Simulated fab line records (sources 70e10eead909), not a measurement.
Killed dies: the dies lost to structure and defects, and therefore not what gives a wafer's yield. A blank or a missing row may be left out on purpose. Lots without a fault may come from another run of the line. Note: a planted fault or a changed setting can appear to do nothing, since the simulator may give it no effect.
fab line records -- flow nand_harc
record lots=5, wafers=15, last_day=33
route steps=1302 shown A_SOURCE_PLATE@416 A_ONON_D1@424 END@1302
lots untouched by any fault: they come from a run of this same line in which no faults occurred
start_h: start of the lot's first displayed wafer, in hours after the record's first day -- wait_h: how many hours have passed since the lot's step before this one -- " identical to the entry in the row above -- L1.1+2: a row that stands for several wafers -- - value missing, or start not given -- * or withheld: withheld -- < > ~ a bound
route shown NAME@n: names a module that has steps shown in the file, with the first one's number in the route -- usual: mean/standard deviation of fault-free wafers -- same: alike in all rows -- chamber/n: place in a boat -- sites: readings site by site -- _std_site: the standard deviation of these -- _edge_site: outer sites' mean less inner sites' -- radius_mm: for every site, how far away it sits from the centre of the wafer -- mask NAME#n: copy n -- behind: tool/chamber where the wafer was last shaped -- hold: reason for holding the lot/hours on hold/outcome of the hold -- device: transistor that didn't switch, given as n, p or np -- end of line: the tests these same wafers got at the end of their route -- for a step that has no rows: nothing shown but its recipe -- killed: at the first sort, the dies lost to defects and structure; wafer yield is something else -- map: shows each die of a wafer: x if killed, . if not, _ if none is there
set.NAME: the run value of the setting; set.NAME@STEP: its run value at that earlier step -- model.NAME: the simulator's own value behind a step, which no gauge read
certain route steps with their lots: each step a table, each wafer a row
services: from which hour (start_h, from the record's first day; less than 0 if before it) a tool's chamber was out of use, for how many hours, and why
## steps
# step NHARC_A_SOURCE_PLATE_THK_MEAS_09
# recipe thk_meas_gauge=ellipsometry
# usual thk_nm=9.6/0.96
lot.wafer,tool,chamber,start_h,wait_h,thk_nm
L398.2,film_metro-01,-,246.93,0.4,10.9
L398.4,film_metro-01,-,246.93,0.4,9.1
L398.5,film_metro-01,-,246.93,0.4,7.5
L401.1,film_metro-01,-,254.47,0.4,10.5
L401.2,film_metro-01,-,254.47,0.4,8.8
L401.6,film_metro-01,-,254.47,0.4,10.2
L405.1,film_metro-02,-,288.35,0.4,9.4
L405.2,film_metro-02,-,288.35,0.4,8.1
L405.6,film_metro-02,-,288.35,0.4,9.5
L410.3,film_metro-02,-,333.35,0.4,10.0
L410.4,film_metro-02,-,333.35,0.4,10.2
L410.6,film_metro-02,-,333.35,0.4,10.1
L413.1,film_metro-02,-,367.35,0.4,10.4
L413.2,film_metro-02,-,367.35,0.4,11.1
L413.4,film_metro-02,-,367.35,0.4,10.1
# step NHARC_A_SOURCE_PLATE_PVD_04
# recipe target_thk_a=500, material=WSi2
# step NHARC_A_SOURCE_PLATE_CVD_03
# recipe target_thk_a=2000, temp_c=620, pressure_mtorr=200, time_s=4000, material=poly-Si
# step NHARC_A_SOURCE_PLATE_ANNEAL_05
# recipe temp_c=850, time_s=1800
# step NHARC_A_SOURCE_PLATE_THK_MEAS_06
# recipe thk_meas_gauge=ellipsometry
# usual thk_nm=200.5/2.3
lot.wafer,tool,chamber,start_h,wait_h,thk_nm
L398.2,film_metro-02,-,260.01,0.4,197.4
L398.4,film_metro-02,-,260.01,0.4,202.5
L398.5,film_metro-02,-,260.01,0.4,198.6
L401.1,film_metro-02,-,267.31,0.4,198.3
L401.2,film_metro-02,-,267.31,0.4,201.2
L401.6,film_metro-02,-,267.31,0.4,199.8
L405.1,film_metro-01,-,301.03,0.4,199.6
L405.2,film_metro-01,-,301.03,0.4,203.9
L405.6,film_metro-01,-,301.03,0.4,203.5
L410.3,film_metro-02,-,346.25,0.4,201.8
L410.4,film_metro-02,-,346.25,0.4,202.0
L410.6,film_metro-02,-,346.25,0.4,202.4
L413.1,film_metro-01,-,383.48,4.0,199.1
L413.2,film_metro-01,-,383.48,4.0,198.2
L413.4,film_metro-01,-,383.48,4.0,199.4
# step NHARC_A_SOURCE_PLATE_INSPECT_08
# usual raw_defect_count=61/23
lot.wafer,tool,chamber,start_h,wait_h,raw_defect_count
L398.2,defect_inspect-02,-,260.07,0.0,52
L398.4,defect_inspect-02,-,260.07,0.0,50
L398.5,defect_inspect-02,-,260.07,0.0,35
L401.1,defect_inspect-02,-,267.37,0.0,65
L401.2,defect_inspect-02,-,267.37,0.0,36
L401.6,defect_inspect-02,-,267.37,0.0,32
L405.1,defect_inspect-02,-,301.09,0.0,63
L405.2,defect_inspect-02,-,301.09,0.0,87
L405.6,defect_inspect-02,-,301.09,0.0,57
L410.3,defect_inspect-01,-,346.31,0.0,75
L410.4,defect_inspect-01,-,346.31,0.0,71
L410.6,defect_inspect-01,-,346.31,0.0,77
L413.1,defect_inspect-02,-,383.62,0.1,100
L413.2,defect_inspect-02,-,383.62,0.1,97
L413.4,defect_inspect-02,-,383.62,0.1,81
# step NHARC_A_ONON_D1_DEP_00
# recipe target_thk_a=10000, n2_flow_sccm=2750, n2o_flow_sccm=2000, nh3_flow_sccm=500, sih4_flow_sccm=210, temp_c=400
# step NHARC_A_ONON_D1_THK_MEAS_02
# recipe thk_meas_gauge=ellipsometry
# usual thk_nm=1002/8.4
lot.wafer,tool,chamber,start_h,wait_h,thk_nm
L398.2,film_metro-02,-,260.65,-,1003
L398.4,film_metro-02,-,260.65,-,1004
L398.5,film_metro-02,-,260.65,-,1005
L401.1,film_metro-02,-,267.94,-,998
L401.2,film_metro-02,-,267.94,-,1001
L401.6,film_metro-02,-,267.94,-,999
L405.1,film_metro-02,-,301.68,-,1013
L405.2,film_metro-02,-,301.68,-,1014
L405.6,film_metro-02,-,301.68,-,1013
L410.3,film_metro-02,-,346.89,-,986
L410.4,film_metro-02,-,346.89,-,990
L410.6,film_metro-02,-,346.89,-,987
L413.1,film_metro-01,-,384.19,-,995
L413.2,film_metro-01,-,384.19,-,996
L413.4,film_metro-01,-,384.19,-,997
# step NHARC_A_ONON_D1_DEP_03
# recipe target_thk_a=10000, n2_flow_sccm=2750, n2o_flow_sccm=2000, nh3_flow_sccm=500, sih4_flow_sccm=210, temp_c=400
# step NHARC_A_ONON_D1_THK_MEAS_05
# recipe thk_meas_gauge=ellipsometry
# usual thk_nm=1001/7.6
lot.wafer,tool,chamber,start_h,wait_h,thk_nm
L398.2,film_metro-02,-,261.21,-,1004
L398.4,film_metro-02,-,261.21,-,1003
L398.5,film_metro-02,-,261.21,-,1004
L401.1,film_metro-02,-,268.52,-,993
L401.2,film_metro-02,-,268.52,-,992
L401.6,film_metro-02,-,268.52,-,994
L405.1,film_metro-01,-,302.24,-,1003
L405.2,film_metro-01,-,302.24,-,1002
L405.6,film_metro-01,-,302.24,-,1006
L410.3,film_metro-01,-,347.46,-,989
L410.4,film_metro-01,-,347.46,-,990
L410.6,film_metro-01,-,347.46,-,989
L413.1,film_metro-01,-,384.76,-,1010
L413.2,film_metro-01,-,384.76,-,1010
L413.4,film_metro-01,-,384.76,-,1011
# step NHARC_A_ONON_D1_DEP_06
# recipe target_thk_a=10000, n2_flow_sccm=2750, n2o_flow_sccm=2000, nh3_flow_sccm=500, sih4_flow_sccm=210, temp_c=400
# usual nh3_flow_sccm=499.9/1.4, sih4_flow_sccm=210.0/0.64
lot.wafer,tool,chamber,start_h,wait_h,nh3_flow_sccm,sih4_flow_sccm
L398.2,pecvd_onon-04,0,261.33,0.1,499.3,208.6
L398.4,pecvd_onon-04,0,261.33,0.1,497.0,209.3
L398.5,pecvd_onon-04,0,261.33,0.1,499.4,209.1
L401.1,pecvd_onon-02,0,268.57,0.1,501.1,210.1
L401.2,pecvd_onon-02,0,268.57,0.1,499.3,209.4
L401.6,pecvd_onon-02,0,268.57,0.1,501.2,209.7
L405.1,pecvd_onon-04,0,302.30,0.1,498.3,210.4
L405.2,pecvd_onon-04,0,302.30,0.1,501.0,210.5
L405.6,pecvd_onon-04,0,302.30,0.1,499.4,210.0
L410.3,pecvd_onon-01,0,347.63,0.2,497.3,209.1
L410.4,pecvd_onon-01,0,347.63,0.2,498.5,209.2
L410.6,pecvd_onon-01,0,347.63,0.2,499.0,209.1
L413.1,pecvd_onon-02,0,384.95,0.2,500.7,210.1
L413.2,pecvd_onon-02,0,384.95,0.2,500.7,209.5
L413.4,pecvd_onon-02,0,384.95,0.2,499.4,210.5
# step NHARC_A_ONON_D1_THK_MEAS_08
# recipe thk_meas_gauge=ellipsometry
# usual thk_nm=999/10
lot.wafer,tool,chamber,start_h,wait_h,thk_nm
L398.2,film_metro-01,-,261.78,-,984
L398.4,film_metro-01,-,261.78,-,983
L398.5,film_metro-01,-,261.78,-,983
L401.1,film_metro-02,-,269.08,-,669
L401.2,film_metro-02,-,269.08,-,989
L401.6,film_metro-02,-,269.08,-,987
L405.1,film_metro-01,-,302.80,-,983
L405.2,film_metro-01,-,302.80,-,985
L405.6,film_metro-01,-,302.80,-,984
L410.3,film_metro-02,-,348.02,-,1001
L410.4,film_metro-02,-,348.02,-,1000
L410.6,film_metro-02,-,348.02,-,1000
L413.1,film_metro-01,-,385.46,-,989
L413.2,film_metro-01,-,385.46,-,989
L413.4,film_metro-01,-,385.46,-,987
# step NHARC_A_ONON_D1_DEP_09
# recipe target_thk_a=10000, n2_flow_sccm=2750, n2o_flow_sccm=2000, nh3_flow_sccm=500, sih4_flow_sccm=210, temp_c=400
# step NHARC_END_SORT_01
# recipe temp_c=25
# usual killed_at_array=54/18, killed_at_other=0.9/1.2, killed_at_periphery=4.4/2.9, killed_dies=59/18, killed_open=3.2/1.8, killed_short=2.6/1.8
# same gross_dies=677
lot.wafer,tool,chamber,start_h,wait_h,killed_at_array,killed_at_other,killed_at_periphery,killed_dies,killed_open,killed_short
L398.2,prober-01,0,671.80,2.8,10,1,5,16,3,2
L398.4,prober-01,0,673.39,3.4,28,0,7,35,1,4
L398.5,prober-01,0,674.19,3.7,24,1,5,30,4,1
L401.1,prober-01,0,684.62,2.5,672,1,4,677,1,2
L401.2,prober-01,0,685.41,2.8,54,0,3,57,5,1
L401.6,prober-01,0,688.57,3.9,74,0,1,75,2,2
L405.6,prober-01,0,732.36,4.1,64,0,4,68,3,4
# killed by level:class
L398.2 A_CHANNEL_HOLE_D2:chamber_film_flake=5 P_STI:chamber_film_flake=4 A_WL_FILL:geometric_particle:open=2 P_M0:geometric_particle:short=1 A_ONON_D2:geometric_particle:open=1 A_BLC:geometric_particle:short=1 A_CHANNEL_HOLE_D1:chamber_film_flake=1 THIN_TSV:chamber_film_flake=1
L398.4 A_CHANNEL_HOLE_D1:chamber_film_flake=15 P_STI:chamber_film_flake=5 A_CHANNEL_HOLE_D2:chamber_film_flake=3 A_BLC:geometric_particle:short=2 A_STAIRCASE:chamber_film_flake=2 P_M0:geometric_particle:open=1 A_ONON_D2:geometric_particle:short=1 A_WL_FILL:geometric_particle:short=1
L398.5 A_CHANNEL_HOLE_D1:chamber_film_flake=9 A_CHANNEL_HOLE_D2:chamber_film_flake=5 A_SLIT:chamber_film_flake=3 P_STI:chamber_film_flake=2 P_M0:geometric_particle:open=1 A_CHANNEL_FILL_D2:geometric_particle:open=1 A_WL_FILL:geometric_particle:short=1 A_CONTACT:geometric_particle:open=1
L401.1 A_ONON_D1:area_dep=613 A_CHANNEL_HOLE_D1:chamber_film_flake=28 A_CHANNEL_HOLE_D2:chamber_film_flake=19 A_CONTACT:chamber_film_flake=4 P_STI:chamber_film_flake=2 A_SGD_CUT:chamber_film_flake=2 A_SLIT:chamber_film_flake=2 A_BLC:chamber_film_flake=2
L401.2 A_CHANNEL_HOLE_D1:chamber_film_flake=22 A_CHANNEL_HOLE_D2:chamber_film_flake=15 A_CONTACT:chamber_film_flake=7 A_SLIT:chamber_film_flake=2 A_BLC:chamber_film_flake=2 P_M1:geometric_particle:open=1 P_M2:geometric_particle:open=1 A_CHANNEL_FILL_D1:geometric_particle:open=1
L401.6 A_CHANNEL_HOLE_D1:chamber_film_flake=32 A_CHANNEL_HOLE_D2:chamber_film_flake=24 A_CONTACT:chamber_film_flake=9 A_WL_FILL:geometric_particle:short=2 A_ZERO_WELL:chamber_film_flake=2 A_SLIT:chamber_film_flake=2 P_M1:geometric_particle:open=1 A_M0:geometric_particle:open=1
L405.6 A_SLIT:chamber_film_flake=31 A_CHANNEL_HOLE_D1:chamber_film_flake=21 A_CHANNEL_FILL_D1:geometric_particle:short=2 P_GATE:chamber_film_flake=2 A_ZERO_WELL:chamber_film_flake=2 A_CONTACT:chamber_film_flake=2 P_STI:geometric_particle:short=1 A_ONON_D1:geometric_particle:short=1
# map L401.1 (x killed, . not)
____________x____________
_________xxxxxxx_________
_______xxxxxxxxxxx_______
______xxxxxxxxxxxxx______
_____xxxxxxxxxxxxxxx_____
____xxxxxxxxxxxxxxxxx____
____xxxxxxxxxxxxxxxxx____
___xxxxxxxxxxxxxxxxxxx___
___xxxxxxxxxxxxxxxxxxx___
__xxxxxxxxxxxxxxxxxxxxx__
__xxxxxxxxxxxxxxxxxxxxx__
_xxxxxxxxxxxxxxxxxxxxxxx_
_xxxxxxxxxxxxxxxxxxxxxxx_
_xxxxxxxxxxxxxxxxxxxxxxx_
_xxxxxxxxxxxxxxxxxxxxxxx_
_xxxxxxxxxxxxxxxxxxxxxxx_
xxxxxxxxxxxxxxxxxxxxxxxxx
xxxxxxxxxxxxxxxxxxxxxxxxx
xxxxxxxxxxxxxxxxxxxxxxxxx
xxxxxxxxxxxxxxxxxxxxxxxxx
xxxxxxxxxxxxxxxxxxxxxxxxx
_xxxxxxxxxxxxxxxxxxxxxxx_
_xxxxxxxxxxxxxxxxxxxxxxx_
_xxxxxxxxxxxxxxxxxxxxxxx_
_xxxxxxxxxxxxxxxxxxxxxxx_
_xxxxxxxxxxxxxxxxxxxxxxx_
__xxxxxxxxxxxxxxxxxxxxx__
__xxxxxxxxxxxxxxxxxxxxx__
___xxxxxxxxxxxxxxxxxxx___
___xxxxxxxxxxxxxxxxxxx___
____xxxxxxxxxxxxxxxxx____
____xxxxxxxxxxxxxxxxx____
_____xxxxxxxxxxxxxxx_____
______xxxxxxxxxxxxx______
_______xxxxxxxxxxx_______
_________xxxxxxx_________
____________x____________
# map L413.4 (x killed, . not)
____________x____________
_________......._________
_______....x......_______
______...xx........______
_____..............._____
____...............x.____
____.................____
___...................___
___....x..............___
__..x..................__
__....x...........xx...__
_.....xxx.......x......._
_..xx....x.............._
_..xxxxxx..............._
_...xxxxx..x......x....._
_..x.x.xx......x........_
...xxxxxx............x...
....xxxx.xxx..........x..
....xxxxx................
......xxx................
........x....x...x.......
_...xx.................._
_.................x..xx._
_......x.....x..xxx.x..._
_..............xxxxx.x.._
_........x.....xxxxx...._
__...............xxx.x.__
__...............xxxx..__
___...............xx.x___
___.........x.....x...___
____.................____
____.........x.......____
_____..............._____
______.............______
_______..........._______
_________......._________
____________.____________
## services
tool,chamber,start_h,hours,kind
pecvd_onon-01,-,269.71,13.0,pm
pecvd_onon-04,-,311.00,13.0,pm
pecvd_onon-02,-,366.00,13.0,pm
## key
first_sign step=NHARC_A_ONON_D1_THK_MEAS_08, reading=thk_nm, direction=down, sigmas=33, usual=999, struck=669
effect step=NHARC_END_SORT_01, reading=killed_at_array, direction=up, sigmas=34, usual=54, struck=672
more_kills_born_at NHARC_A_ONON_D1_DEP_06@pecvd_onon-02=613
met_at NHARC_A_ONON_D1_DEP_06
struck_wafers L401.1
later_rows_left_out L401.1
tester_left_out L401
fault kind=process_parameter_drift, tool=pecvd_onon-02, chamber=-, onset_h=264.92, steps=NHARC_A_ONON_D1_DEP_06, channel=target_thk_a, offset=*, shape=step, end_h=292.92, scope=struck_wafers_only, acts_in=*, stated=*
# tester_left_out: of these lots the tester's yield and bins aren't shown, on N5 and GAA mostly nor the transistor test; their killed dies are dies lost to structure and defects alone, not to doping, threshold or leakage, so they don't give the yield
# later_rows_left_out: the simulator's readings of these wafers behind a module that went badly wrong aren't trusted and aren't shown, but for the sort
